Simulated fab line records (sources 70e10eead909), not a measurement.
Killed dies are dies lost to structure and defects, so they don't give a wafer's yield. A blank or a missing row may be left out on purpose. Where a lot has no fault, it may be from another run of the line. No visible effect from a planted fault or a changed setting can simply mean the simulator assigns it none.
Check of tool commonality    flow nand harc    23 wafers sampled across 8 lots

THE REASON FOR OPENING IT
On 1 of the 8 lots, a flag is raised at NHARC_END_SORT_01 on the reading killed at array. Fault-free wafers read 26, with a standard deviation of 9.
Rule: a lot gets a flag if all its wafers with a number sit over 4 standard deviations from that mean, or if no wafer of it has a number. As for the other lots, they are considered sound.

lot   measured      on         killed at array, wafer by wafer  flag
L822  day 19 12:35  prober-02  28 27 25                         
L824  day 19 23:25  prober-01  25 20 17                         
L825  day 20 06:20  prober-02  27 19 20                         
L826  day 20 15:22  prober-01  18 18 17                         
L827  day 20 15:22  prober-02  13 29 19                         
L828  day 21 01:21  prober-01  27 34 19                         
L830  day 21 22:34  prober-01  328 344                          FLAGGED
L834  day 22 11:40  prober-01  35 43 40                         
The numbers of the flagged lots are 336 on average: +310 against the usual, or +34 standard deviations.

WHICH TOOL RAN EACH LOT
The record holds 4 process steps before the reading, out of a route of 1159 steps. Read each cell as the tool, then ch plus the chambers that the sampled wafers visited, then the start.
lot   flag     NHARC_A_M0_ECD_22               NHARC_THIN_TSV_DEP_43            NHARC_THIN_TSV_DESCUM_14            NHARC_THIN_TSV_PRE_CLEAN_54
L822           ecd cu-02 ch 0,1, day 17 19:37  pecvd-02 ch 0,1,2, day 18 18:10  rie diel-13 ch 2,3, day 18 19:09    pvd sputter-02, day 18 23:50
L824           ecd cu-01 ch 0,1, day 18 03:25  pecvd-02 ch 0,2, day 19 06:18    rie diel-12 ch 2,3, day 19 07:15    pvd sputter-02, day 19 11:56
L825           ecd cu-01 ch 0,1, day 18 03:48  pecvd-03 ch 1,2, day 19 07:26    rie diel-12 ch 1,2,3, day 19 08:27  pvd sputter-03, day 19 13:10
L826           ecd cu-02 ch 0,1, day 18 20:56  pecvd-03 ch 0,1,2, day 19 21:43  rie diel-12 ch 1,2, day 19 22:43    pvd sputter-03, day 20 05:13
L827           ecd cu-02 ch 0,1, day 18 19:44  pecvd-03 ch 0,1, day 19 20:23    rie diel-12 ch 1,2,3, day 19 21:24  pvd sputter-03, day 20 03:46
L828           ecd cu-01 ch 0,1, day 19 09:05  pecvd-03 ch 1,2, day 20 10:57    rie diel-13 ch 0,1, day 20 11:46    pvd sputter-01, day 20 16:38
L830  FLAGGED  ecd cu-02 ch 1, day 20 06:26    pecvd-01 ch 0,1, day 21 05:28    rie diel-04 ch 2,3, day 21 06:29    pvd sputter-03, day 21 11:09
L834           ecd cu-01 ch 0,1, day 20 18:00  pecvd-02 ch 1,2, day 21 17:50    rie diel-12 ch 1,3, day 21 18:50    pvd sputter-01, day 21 23:55
What these steps do:
- NHARC_A_M0_ECD_22: material Cu, target thk 400 nm.
- NHARC_THIN_TSV_DEP_43: deposits SiO2, target thk 1328.5 nm.
- NHARC_THIN_TSV_DESCUM_14: chemistry O2, time 3 s.
- NHARC_THIN_TSV_PRE_CLEAN_54: time 30 s.
- NHARC_END_SORT_01

FLAGGED AGAINST TOTAL, ONE TOOL AT A TIME (gauges that did the reading follow at the end)
step                         tool            lots run  flagged  share of the flagged lots  sound lots run after its first flagged lot
NHARC_A_M0_ECD_22            ecd cu-01       4         0        none                       -
NHARC_A_M0_ECD_22            ecd cu-02       4         1        all                        0
NHARC_THIN_TSV_DEP_43        pecvd-01        1         1        all                        0
NHARC_THIN_TSV_DEP_43        pecvd-02        3         0        none                       -
NHARC_THIN_TSV_DEP_43        pecvd-03        4         0        none                       -
NHARC_THIN_TSV_DESCUM_14     rie diel-04     1         1        all                        0
NHARC_THIN_TSV_DESCUM_14     rie diel-12     5         0        none                       -
NHARC_THIN_TSV_DESCUM_14     rie diel-13     2         0        none                       -
NHARC_THIN_TSV_PRE_CLEAN_54  pvd sputter-01  2         0        none                       -
NHARC_THIN_TSV_PRE_CLEAN_54  pvd sputter-02  2         0        none                       -
NHARC_THIN_TSV_PRE_CLEAN_54  pvd sputter-03  4         1        all                        0
NHARC_END_SORT_01            prober-01       5         1        all                        1 (L834)
NHARC_END_SORT_01            prober-02       3         0        none                       -

WHAT THE TABLE PERMITS
5 rows of the table ran every flagged lot: ecd cu-02 at NHARC_A_M0_ECD_22, pecvd-01 at NHARC_THIN_TSV_DEP_43, rie diel-04 at NHARC_THIN_TSV_DESCUM_14, pvd sputter-03 at NHARC_THIN_TSV_PRE_CLEAN_54, prober-01 at NHARC_END_SORT_01.
- ecd cu-02 at NHARC_A_M0_ECD_22: 1 of its 4 lots flagged. A fault beginning between L826 (day 18 20:56), its last sound lot, and L830 (day 20 06:26), its first flagged one, fits the data.
- pecvd-01 at NHARC_THIN_TSV_DEP_43: 1 of its 1 lot flagged. It ran no sound lot before its first flagged lot in this sample, so the start can't be narrowed down.
- rie diel-04 at NHARC_THIN_TSV_DESCUM_14: 1 of its 1 lot flagged. It ran no sound lot before its first flagged lot in this sample, so the start can't be narrowed down.
- pvd sputter-03 at NHARC_THIN_TSV_PRE_CLEAN_54: 1 of its 4 lots flagged. A fault beginning between L826 (day 20 05:13), its last sound lot, and L830 (day 21 11:09), its first flagged one, fits the data.
- prober-01 at NHARC_END_SORT_01: 1 of its 5 lots flagged. Sound lots ran on it after the first flagged one (L834), which a lasting fault on the whole tool wouldn't allow.
A lot count leaves these 4 tools indistinguishable: every one of them fits a fault beginning at some hour. More lots, or a look at what each step does to the wafer, might.

WHAT THE SIMULATOR HAD INSERTED
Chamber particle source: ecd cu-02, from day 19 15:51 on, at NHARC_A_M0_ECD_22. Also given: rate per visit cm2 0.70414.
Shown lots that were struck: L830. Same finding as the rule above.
